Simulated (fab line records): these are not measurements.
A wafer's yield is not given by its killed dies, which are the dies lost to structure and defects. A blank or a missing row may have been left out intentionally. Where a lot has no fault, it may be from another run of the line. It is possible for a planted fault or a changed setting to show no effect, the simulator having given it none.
Lot-split experiment | flow n5_finfet | 21 wafers read across 7 lots, on a route 1938 steps long

== ON THE SPLIT ==
At N5_HKMG_FIN_ETCH_54 (etches SiARC in CF4, target depth 45.5 nm, time 75.8 s), the setting source_w was moved away from the recipe's 545 W on 4 of the 21 wafers read, by -8.2% to +15.1%. For the rest of the wafers, this setting stayed at what the recipe calls for.

The reading is taken at the split's own step.

== THE READING ==
rf_vpp_V, in V, at N5_HKMG_FIN_ETCH_54 (etches SiARC in CF4, target depth 45.5 nm, time 75.8 s). A value of 184.3 V with a standard deviation of 1.2 V is what fault-free wafers of this fab line usually give.

wafer  | tool, chamber at the split | source_w as run, W | against the recipe | rf_vpp_V, V | against lot-mates on the recipe
L077.1 | rie_diel-03, 1             | 545                | recipe             | 185.6       | -
L077.2 | rie_diel-03, 2             | 545                | recipe             | 186.2       | -
L077.6 | rie_diel-03, 0             | 545                | recipe             | 186.1       | -
L080.1 | rie_diel-03, 1             | 545                | recipe             | 186.4       | -
L080.3 | rie_diel-03, 2             | 545                | recipe             | 184.6       | -
L080.4 | rie_diel-03, 3             | 545                | recipe             | 181.3       | -
L081.1 | rie_diel-03, 0             | 627.5              | +15.1%             | 176.2       | -9.5
L081.4 | rie_diel-03, 1             | 545                | recipe             | 185.7       | -
L081.6 | rie_diel-03, 3             | 627.5              | +15.1%             | 173.7       | -12.0
L086.1 | rie_diel-06, 0             | 500.1              | -8.2%              | 189.9       | +7.3
L086.3 | rie_diel-06, 1             | 545                | recipe             | 182.6       | -
L086.5 | rie_diel-06, 2             | 500.1              | -8.2%              | 188.4       | +5.8
L090.2 | rie_diel-06, 2             | 545                | recipe             | 185.7       | -
L090.3 | rie_diel-06, 1             | 545                | recipe             | 183.9       | -
L090.5 | rie_diel-06, 1             | 545                | recipe             | 183.0       | -
L092.2 | rie_diel-06, 1             | 545                | recipe             | 182.6       | -
L092.4 | rie_diel-06, 3             | 545                | recipe             | 184.4       | -
L092.6 | rie_diel-06, 3             | 545                | recipe             | 186.5       | -
L096.1 | rie_diel-06, 3             | 545                | recipe             | 186.2       | -
L096.2 | rie_diel-06, 0             | 545                | recipe             | 184.5       | -
L096.6 | rie_diel-06, 2             | 545                | recipe             | 184.5       | -

THE FIT
A straight line over all 21 wafers: rf_vpp_V changes by -0.618 V for each +1% of source_w; r = -0.91; the points scatter about the line by 1.5 V.
The same after taking each lot's own level away (the mean of its wafers on the recipe; 21 wafers): -0.731 V for each +1%; r = -0.95; scatter 1.3 V.
That fit puts the effect of the largest move of source_w on the reading at 11 V.
Across the lots, their own levels run from 182.60 to 185.97 V, a range of 2.8 times the standard deviation given above.
So the slope is not independent of the lot-to-lot level: the two fits are not the same.
Check: for one of the wafers moved furthest among these (+15.1%), held out of the fit, the line's prediction against its lot-mates is -12 V. It came out at -9.5 V against them.
Tool readings at the split's step, against how far the setting was moved: etch_rf_on_time_s r = -0.93; rf_vpp_V r = -0.91.

== OTHER SPLITS APPLIED TO THESE WAFERS ==
Before the reading, these wafers also passed through other splits. Each is held against what the fit with the lots' levels taken away leaves over:
other split on the same wafers       | wafers away from the commonest value | r with rf_vpp_V (lot level and that fit taken away)
N5_SD_EPI_P_EPI_21 epi_growth_time_s | 7                                    | -0.14
N5_SD_ACTIVATION_LSA_01 temp_c       | 11                                   | -0.09
N5_SDB_COAT_03 spin_rpm              | 7                                    | -0.07
N5_SDB_COAT_04 time_s                | 8                                    | +0.11
N5_HKMG_FIN_DESCUM_53 time_s         | 5                                    | +0.17

== THE WHOLE CHAIN: every reading that the file lists as answering this split, in the file's order ==
step                | what it does                                           | reading           | change (the file's fit)              | r (the file's)
N5_HKMG_FIN_ETCH_54 | etches SiARC in CF4, target depth 45.5 nm, time 75.8 s | etch_rf_on_time_s | withheld for each +1% of the setting | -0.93
N5_HKMG_FIN_ETCH_54 | etches SiARC in CF4, target depth 45.5 nm, time 75.8 s | rf_vpp_V          | -0.728 V for each +1% of the setting | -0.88

== THE FILE'S OWN FIT ==
rf_vpp_V changes by -0.728 V for each +1% of source_w, r = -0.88.
